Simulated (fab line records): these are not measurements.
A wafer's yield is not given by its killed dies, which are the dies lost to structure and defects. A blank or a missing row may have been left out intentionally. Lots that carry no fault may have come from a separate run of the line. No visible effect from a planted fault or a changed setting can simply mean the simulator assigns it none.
fab line records	flow nand-harc
record: lots: 13	wafers: 37	last-day: 24
route steps=1159 shown A_SLIT@797 A_WL_FILL@809
lots that met no fault: from a run of the same line without faults
start-h: hours from the record's first day to the start of the lot's first wafer shown	wait-h: how many hours have passed since the lot's step before this one	" unchanged from the row above	L1.1+2: several wafers, shown together as one row	- either no value or no given start	* or withheld: withheld	< > ~ a bound
route shown NAME@n: NAME is a module with steps in the file, n the number in the route of the first one	usual: the fault-free wafers' mean and standard deviation	same: alike in all rows	chamber/n: place in a boat	sites: per-site readings	_std_site: the values' standard deviation	_edge_site: mean of outer sites minus mean of inner sites	radius-mm: how far each site lies from the wafer's centre	mask NAME#n: copy n	behind: the tool/chamber that last shaped the wafer	hold: reason for holding the lot/hours on hold/outcome of the hold	device: which transistor (n, p or np) failed to switch	end of line: tests of these same wafers at the route's end	a step given without rows: its recipe and nothing more	killed: dies lost to structure and defects at the first sort, not the wafer's yield	map: a wafer's dies, x killed, . not, _ none there
set.NAME: the setting that was run; set.NAME@STEP: the one run at that earlier step	model.NAME: the simulator's own value behind a step, which no gauge read
steps of the route over a sample of lots; a table a step, a row a wafer
services: from which hour (start-h, from the record's first day; less than 0 if before it) a tool's chamber was out of use, for how many hours, and why
== steps ==
step: NHARC_A_SLIT_ETCH_26
recipe: bias-v: 400	source-w: 2000	pressure-mtorr: 25	time-s: 90	ar-flow-sccm: 375	c4f8-flow-sccm: 41.7	o2-flow-sccm: 83.3	target-depth-a: 4000	chemistry: C4F8/O2/Ar
usual: drypump-motor-current-A: 5.4/0.48	rf-fwd-power-W: 1987/6.2	showerhead-plenum-p-Torr: 3.69/0.14	throttle-valve-pct: 27.620/0.0086
lot.wafer	tool	chamber	start-h	wait-h	drypump-motor-current-A	rf-fwd-power-W	rf-hours-counter-h	showerhead-plenum-p-Torr	throttle-valve-pct
L289.1	har-etch-02	1	325.80	1.3	5.2	1990	176	3.88	27.602
L289.2	"	0	"	"	4.9	1981	176	3.82	27.622
L289.5	"	1	"	"	5.2	1989	-	3.88	27.626
L291.1	har-etch-02	1	337.31	1.3	5.1	1982	185	3.87	27.622
L291.4	"	1	"	"	5.1	1987	-	3.87	27.622
L291.6	"	0	"	"	4.9	1985	-	3.81	27.601
L295.4	har-etch-02	0	344.90	0.8	4.9	1985	-	3.81	27.618
L295.3	"	1	"	"	5.1	1981	-	3.87	27.619
L295.5	"	0	"	"	4.9	1993	-	3.81	27.604
L294.2	har-etch-01	1	345.56	1.2	5.6	1983	13	3.58	27.613
L294.5	"	1	"	"	5.5	1985	-	3.58	27.624
L294.6	"	0	"	"	6.2	1992	-	3.56	27.617
L293.1	har-etch-02	0	346.49	1.2	4.9	1991	190	3.81	27.615
L293.3	"	0	"	"	4.9	1983	-	3.81	27.622
L293.5	"	0	"	"	4.9	1984	-	3.81	27.628
L296.2	har-etch-02	0	370.92	1.2	4.9	1988	199	3.81	27.616
L296.6	"	0	"	"	4.9	1987	-	3.81	27.636
L296.5	"	1	"	"	5.1	1989	-	3.86	27.619
L298.1	har-etch-01	0	386.74	1.2	6.2	1993	29	3.55	27.607
L298.2	"	1	"	"	5.5	1980	29	3.57	27.632
L298.3	"	0	"	"	6.2	2002	-	3.55	27.620
L303.3	har-etch-02	0	402.26	0.6	4.9	1985	-	3.80	27.619
L303.6	"	1	"	"	5.1	1989	-	3.86	27.610
L303.5	"	0	"	"	4.9	1991	-	3.80	27.638
L300.4	har-etch-01	1	402.50	0.6	5.6	1990	-	3.56	27.618
L300.5	"	1	"	"	5.6	1987	-	3.56	27.615
L301.2	har-etch-02	0	403.87	1.3	4.9	1981	214	3.80	27.618
L301.1	"	1	"	"	5.2	1987	214	3.86	27.609
L301.3	"	0	"	"	4.9	1984	-	3.80	27.623
L306.3	har-etch-02	1	417.98	0.6	5.1	1990	-	3.85	27.616
L306.5	"	1	"	"	5.1	1982	-	3.85	27.627
L310.2	har-etch-01	0	459.81	1.2	6.2	1980	66	3.53	27.623
L310.1	"	1	"	"	5.6	1983	66	3.55	27.617
L310.4	"	1	"	"	5.6	1989	-	3.55	27.616
L309.4	har-etch-01	0	461.53	0.8	6.2	1995	-	3.53	27.629
L309.3	"	1	"	"	5.6	1979	-	3.55	27.620
L309.6	"	1	"	"	5.6	1989	-	3.55	27.615
step: NHARC_A_WL_FILL_ALD_00
recipe: target-thk-a: 30	pulse-time-s: 3	ald-cycles: 30	temp-c: 300	material: Al2O3
usual: ald-cycles: 30/0	heater-power-w: 461/60	precursor-pulse-height-rel: 0.999/0.018
lot.wafer	tool	chamber	start-h	wait-h	ald-cycles	heater-power-w	precursor-pulse-height-rel
L289.1	ald-hk-01	3	333.12	0.1	30	420	1.002
L289.2	"	2	"	"	30	399	1.046
L289.5	"	0	"	"	30	501	0.995
L291.4	ald-hk-03	2	346.37	0.2	30	448	0.981
L291.1	"	1	"	"	30	380	0.977
L291.6	"	3	"	"	30	414	1.007
L295.4	ald-hk-03	0	353.79	0.1	30	387	0.990
L295.3	"	3	"	"	30	423	1.007
L295.5	"	0	"	"	30	386	0.993
L293.1	ald-hk-01	1	353.82	0.1	30	404	0.995
L293.3	"	2	"	"	30	400	0.994
L293.5	"	0	"	"	30	486	1.043
L294.2	ald-hk-04	3	353.85	0.1	30	538	0.984
L294.6	"	2	"	"	30	518	1.002
L294.5	"	3	"	"	30	554	0.978
L296.2	ald-hk-04	0	379.67	0.1	30	551	0.999
L296.5	"	1	"	"	30	537	1.005
L296.6	"	2	"	"	30	519	1.030
L298.2	ald-hk-03	3	394.07	0.1	30	423	0.979
L298.1	"	0	"	"	30	376	1.041
L298.3	"	1	"	"	30	382	0.963
L300.4	ald-hk-03	3	411.06	0.1	30	433	1.003
L300.5	"	3	"	"	30	423	0.996
L303.3	ald-hk-04	0	411.15	0.1	30	544	1.008
L303.6	"	1	"	"	30	538	0.995
L303.5	"	2	"	"	30	532	0.994
L301.1	ald-hk-03	0	411.25	0.2	30	373	1.000
L301.2	"	1	"	"	30	387	0.996
L301.3	"	2	"	"	30	464	0.987
L306.3	ald-hk-04	3	425.19	0.1	30	539	1.018
L306.5	"	2	"	"	30	526	0.964
L310.1	ald-hk-01	3	467.10	0.1	30	440	0.984
L310.4	"	0	"	"	30	483	1.020
L310.2	"	1	"	"	30	407	1.034
L309.4	ald-hk-01	1	470.36	0.1	30	401	0.990
L309.3	"	0	"	"	30	479	1.010
L309.6	"	2	"	"	30	414	1.023
step: NHARC_A_WL_FILL_STRIP_29
recipe: time-s: 20	o2-flow-sccm: 500	ar-flow-sccm: 0	bias-w: 0	chemistry: O2
usual: drypump-motor-current-A: 5.8/0.4	oes-product-au: 1.002/0.0077	rf-vpp-V: 57.6/0.94	showerhead-plenum-p-Torr: 3.48/0.13	throttle-valve-pct: 17.036/0.0084
lot.wafer	tool	chamber	start-h	wait-h	drypump-motor-current-A	oes-product-au	rf-hours-counter-h	rf-vpp-V	showerhead-plenum-p-Torr	throttle-valve-pct
L289.1	rie-diel-12	3	349.97	0.1	6.0	1.006	4.0	56.6	3.55	17.036
L289.2	"	1	"	"	5.5	0.998	3.9	58.6	3.38	17.030
L289.5	"	3	"	"	6.0	1.001	-	57.7	3.55	17.054
L293.1	rie-diel-10	1	367.08	0.1	6.4	1.012	0.0	57.3	3.60	17.044
L293.3	"	3	"	"	5.6	1.022	0.0	57.9	3.34	17.044
L293.5	"	1	"	"	6.4	1.011	-	59.4	3.60	17.034
L291.1	rie-diel-03	0	369.19	0.1	5.4	1.010	6.2	57.6	3.58	17.024
L291.4	"	3	"	"	6.2	1.004	5.6	57.6	3.44	17.036
L291.6	"	1	"	"	5.7	1.013	-	57.9	3.31	17.043
L294.2	rie-diel-12	1	370.17	0.1	5.5	0.996	4.4	55.6	3.38	17.038
L294.6	"	2	"	"	5.7	1.004	-	58.1	3.32	17.040
L294.5	"	3	"	"	6.0	1.006	-	57.4	3.55	17.028
L295.4	rie-diel-03	0	373.27	0.1	5.4	1.002	6.2	57.4	3.58	17.015
L295.3	"	1	"	"	5.7	1.017	6.1	57.7	3.31	17.020
L295.5	"	3	"	"	6.2	1.008	-	59.0	3.44	17.050
L296.2	rie-diel-12	3	401.69	0.1	6.0	1.005	0.4	59.1	3.55	17.037
L296.5	"	3	"	"	6.0	0.998	-	58.2	3.55	17.023
L296.6	"	0	"	"	6.0	0.996	-	58.9	3.62	17.040
L298.2	rie-diel-12	0	408.84	0.1	6.0	0.992	0.5	59.5	3.62	17.031
L298.3	"	1	"	"	5.5	0.998	0.4	55.9	3.38	17.050
L298.1	"	2	"	"	5.7	1.005	0.4	57.9	3.32	17.037
L300.4	rie-diel-10	0	426.66	0.1	5.9	0.998	4.9	57.3	3.35	17.043
L300.5	"	0	"	"	5.9	0.998	-	57.2	3.35	17.035
L303.3	rie-diel-12	2	426.68	0.1	5.7	0.998	0.7	57.3	3.32	17.032
L303.6	"	0	"	"	6.0	0.995	-	58.7	3.62	17.031
L303.5	"	1	"	"	5.5	0.993	-	56.3	3.38	17.047
L301.2	rie-diel-03	2	427.51	0.1	6.1	0.997	1.1	60.5	3.62	17.032
L301.1	"	3	"	"	6.2	1.002	1.2	56.2	3.43	17.034
L301.3	"	0	"	"	5.4	0.991	1.2	57.7	3.58	17.025
L306.3	rie-diel-12	3	439.94	0.1	6.0	0.996	1.2	57.7	3.55	17.031
L306.5	"	3	"	"	6.0	1.003	-	58.5	3.55	17.025
L310.2	rie-diel-10	2	484.10	0.1	4.7	0.991	7.7	59.2	3.64	17.023
L310.4	"	3	"	"	5.5	1.011	8.4	57.8	3.33	17.039
L310.1	"	0	"	"	5.9	0.995	8.9	56.8	3.35	17.036
L309.3	rie-diel-12	0	485.10	0.1	6.0	0.995	2.4	59.3	3.62	17.023
L309.4	"	2	"	"	5.7	0.999	2.1	56.2	3.32	17.049
L309.6	"	3	"	"	6.0	0.998	-	57.3	3.55	17.036
step: NHARC_A_WL_FILL_ALD_19
recipe: target-thk-a: 20	pulse-time-s: 3	ald-cycles: 100	temp-c: 450	material: TiN
usual: ald-cycles: 100/0	heater-power-w: 1102/78	precursor-pulse-height-rel: 1.000/0.019
lot.wafer	tool	chamber	start-h	wait-h	ald-cycles	heater-power-w	precursor-pulse-height-rel
L289.1	ald-metal-02	2	355.36	0.1	100	1147	1.002
L289.2	"	3	"	"	100	1146	1.024
L289.5	"	2	"	"	100	1157	0.993
L293.3	ald-metal-01	2	371.56	0.1	100	1031	1.010
L293.1	"	3	"	"	100	1065	0.969
L293.5	"	1	"	"	100	1153	1.025
L294.2	ald-metal-02	3	374.61	0.1	100	1163	0.945
L294.5	"	2	"	"	100	1119	1.005
L294.6	"	3	"	"	100	1186	0.985
L291.4	ald-metal-01	1	374.62	0.1	100	1171	0.965
L291.1	"	2	"	"	100	1080	0.987
L291.6	"	0	"	"	100	1117	0.999
L295.3	ald-metal-04	0	378.69	0.1	100	993	0.980
L295.4	"	1	"	"	100	1016	1.016
L295.5	"	0	"	"	100	1009	1.020
L296.2	ald-metal-01	1	406.49	0.1	100	1169	1.012
L296.6	"	1	"	"	100	1129	1.001
L296.5	"	2	"	"	100	1055	1.005
L298.2	ald-metal-02	3	414.54	0.1	100	1159	1.002
L298.1	"	1	"	"	100	1154	0.989
L298.3	"	2	"	"	100	1121	0.982
L301.1	ald-metal-01	0	432.31	0.1	100	1085	0.982
L301.2	"	1	"	"	100	1132	1.024
L301.3	"	2	"	"	100	1045	0.997
L300.4	ald-metal-02	2	432.33	0.1	114	1092	0.972
L300.5	"	2	"	"	100	1109	1.008
L303.3	ald-metal-04	2	432.37	0.2	100	1179	1.009
L303.6	"	3	"	"	100	938	1.002
L303.5	"	0	"	"	100	1057	1.002
L306.3	ald-metal-02	3	445.35	0.1	114	1173	0.990
L306.5	"	0	"	"	100	1130	1.008
L310.2	ald-metal-04	0	487.72	0.1	100	1052	1.000
L310.1	"	1	"	"	100	1011	0.982
L310.4	"	2	"	"	100	1160	0.990
L309.3	ald-metal-04	0	490.51	0.1	100	1069	1.001
L309.4	"	1	"	"	100	969	1.019
L309.6	"	1	"	"	100	1005	0.984
== services ==
tool	chamber	start-h	hours	kind
har-etch-01	-	305.00	17.0	pm
rie-diel-12	0	309.49	-	clean
rie-diel-12	1	309.49	-	clean
rie-diel-12	2	309.49	-	clean
ald-metal-02	-	322.52	0.3	repair
ald-hk-03	-	325.57	10.0	pm
rie-diel-10	3	326.37	5.8	repair
ald-metal-04	-	326.67	1.6	repair
rie-diel-03	3	350.89	9.4	repair
rie-diel-10	-	353.50	9.0	pm
rie-diel-03	2	355.52	1.6	repair
ald-metal-02	-	364.00	10.0	pm
rie-diel-12	-	379.51	9.0	pm
rie-diel-03	-	392.33	9.0	pm
rie-diel-03	-	402.13	0.8	repair
ald-metal-04	-	406.00	10.0	pm
ald-metal-04	0	436.87	6.8	repair
rie-diel-03	2	449.20	11.8	repair
rie-diel-10	-	452.47	0.6	repair
ald-metal-01	-	458.00	10.0	pm
rie-diel-10	1	458.11	7.9	repair
rie-diel-10	-	460.29	3.4	repair
rie-diel-12	-	470.29	0.4	repair
rie-diel-10	0	473.41	1.3	repair
== key ==
first-sign: step: NHARC_A_WL_FILL_ALD_19	reading: ald-cycles	direction: up	sigmas: 99+	usual: 100	struck: 114
effect none on later readings
met-at NHARC_A_WL_FILL_ALD_19
struck-lots L300,L306
struck-wafers L300.4,L306.3
tester-left-out L300,L306
not-acting-at NHARC_A_SLIT_ETCH_26,NHARC_A_WL_FILL_ALD_00,NHARC_A_WL_FILL_STRIP_29
onset-between 414.54 432.33
fault: kind: process-parameter-drift	tool: ald-metal-02	chamber: -	onset-h: 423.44	steps: NHARC_A_WL_FILL_ALD_19	channel: ald-cycles	offset: 14	shape: step	end-h: 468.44	scope: struck-wafers-only	acts-in: these-recipes-only	stated: 100
tester-left-out: of these lots the tester's yield and bins aren't shown, on N5 and GAA mostly nor the transistor test; their killed dies are dies lost to structure and defects alone, not to doping, threshold or leakage, so they don't give the yield
